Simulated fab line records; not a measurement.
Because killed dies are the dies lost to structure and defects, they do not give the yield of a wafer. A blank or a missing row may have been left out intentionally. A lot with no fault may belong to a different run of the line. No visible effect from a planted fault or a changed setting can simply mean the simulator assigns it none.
Chamber matching | flow n5 finfet | N5_BEOL_M10_DEP_56 on pecvd-01 has 3 sister chambers
The step deposits SiCN from 3MS/NH3, target thk 15 nm, time 26.5 s. 16 wafers are shown with their chamber, then 8 later ones without.

## WAFERS WITH THEIR CHAMBER
wafer  | chamber | showerhead plenum p Torr (Torr) | throttle valve pct (%) | chamber pressure Torr (Torr)
L075.1 | 1       | 3.677                           | 9.2                    | 2.996
L075.3 | 0       | 3.634                           | 9.5                    | 3.004
L075.6 | 1       | 3.677                           | 9.5                    | 3.005
L081.1 | 1       | 3.670                           | 9.4                    | 3.000
L081.2 | 2       | 3.640                           | 8.7                    | 3.004
L081.5 | 1       | 3.683                           | 9.3                    | 2.993
L085.1 | 0       | 3.640                           | 10.0                   | 2.996
L085.2 | 1       | 3.678                           | 9.4                    | 2.999
L085.3 | 2       | 3.640                           | 8.7                    | 2.997
L088.3 | 2       | 3.634                           | 8.7                    | 3.005
L088.5 | 0       | 3.642                           | 9.7                    | 3.002
L088.6 | 2       | 3.632                           | 8.6                    | 2.995
L093.1 | 2       | 3.643                           | 8.7                    | 2.995
L093.5 | 0       | 3.644                           | 9.6                    | 3.013
L093.6 | 1       | 3.672                           | 9.0                    | 2.997
L092.1 | 0       | 3.642                           | 9.8                    | 2.996

SIGNATURES (averages over the wafers above)
reading                  | chamber 0 | chamber 1 | chamber 2 | scatter within a chamber
showerhead plenum p Torr | 3.64040   | 3.67617   | 3.63780   | 0.00439
throttle valve pct       | 9.720     | 9.300     | 8.680     | 0.156
chamber pressure Torr    | 3.00220   | 2.99833   | 2.99920   | 0.00538
Rule: for each reading, subtract the chamber's mean from the wafer's reading, divide by that reading's scatter and square the result; add these up over the readings and take the root, which gives the wafer's distance from the chamber. The wafer belongs to the nearest chamber; if the next one is less than 2 further off, it can't be placed. The scatter: the root of (the sum of the squares of (reading less its chamber's mean) over the shown wafers, divided by (wafers less chambers)).

## WAFERS WITH NO CHAMBER GIVEN
wafer  | showerhead plenum p Torr (Torr) | throttle valve pct (%) | chamber pressure Torr (Torr)
L092.4 | 3.681                           | 9.3                    | 2.994
L092.6 | 3.651                           | 9.8                    | 2.997
L097.1 | 3.643                           | 9.7                    | 2.997
L097.2 | 3.678                           | 9.2                    | 2.992
L097.4 | 3.638                           | 9.5                    | 2.993
L096.2 | 3.655                           | 8.5                    | 2.996
L096.3 | 3.642                           | 9.6                    | 3.013
L096.4 | 3.635                           | 8.4                    | 2.993

## EACH ONE'S CHAMBER
wafer  | from the rows above | in truth
L092.4 | 1                   | 1
L092.6 | 0                   | 0
L097.1 | 0                   | 0
L097.2 | 1                   | 1
L097.4 | 0                   | 0
L096.2 | 2                   | 2
L096.3 | 0                   | 0
L096.4 | 2                   | 2
Correctly placed: 8 of 8. Not placeable from these rows: 0. Placed wrongly: 0.
